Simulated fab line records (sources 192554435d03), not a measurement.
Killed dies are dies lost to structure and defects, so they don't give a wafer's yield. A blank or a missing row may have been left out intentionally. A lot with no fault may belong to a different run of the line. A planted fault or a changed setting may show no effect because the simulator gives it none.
Which of the tools did it? | flow n5 finfet | 12 lots, 36 wafers sampled, at 1 step of a route of 1938

== WHAT EACH GAUGE READ, for each wafer ==
N5_BEOL_M2_INSPECT_30: inspects for defects (brightfield).
lot  | measured     | on                | raw defect count
L075 | day 7 01:07  | defect inspect-01 | 447 318 511
L077 | day 7 01:45  | defect inspect-02 | 484 634 361
L079 | day 7 14:25  | defect inspect-02 | 503 563 370
L080 | day 8 14:13  | defect inspect-01 | 351 382 402
L083 | day 9 01:19  | defect inspect-02 | 474 547 373
L085 | day 9 10:29  | defect inspect-02 | 439 615 365
L087 | day 10 08:32 | defect inspect-01 | 258 293 264
L088 | day 10 10:11 | defect inspect-02 | 352 371 384
L091 | day 11 05:28 | defect inspect-01 | 475 426 373
L095 | day 11 18:40 | defect inspect-02 | 400 381 312
L093 | day 12 06:19 | defect inspect-02 | 396 470 345
L097 | day 12 15:22 | defect inspect-02 | 268 423 287

== WHAT TOOL EACH LOT RAN ON (gives the tool, then ch and the chambers of the sampled wafers, and finally the start) ==
The record shows no process step preceding these readings.

== THE ANSWER, worked out from the rows above alone ==
Rule: usual is defined by the lots themselves. The widest of any qualifying gaps counts: lots, ordered by their means at a reading, are off when they make up no more than a third of the lots, leave a main group of 4 or more, and stand apart from it by 3 or more times the standard deviation of that group's means. The tables above print the reading to a certain number of digits; a main group whose means all agree to those digits is not used. Also off: a lot with no number at a reading for which 4 or more lots have one. Where the step has rows for the other lots, those lots are counted as sound.
Across all readings shown, no lot is off: no conclusion can be drawn from this.

== WHAT THE SIMULATOR HAD INSERTED ==
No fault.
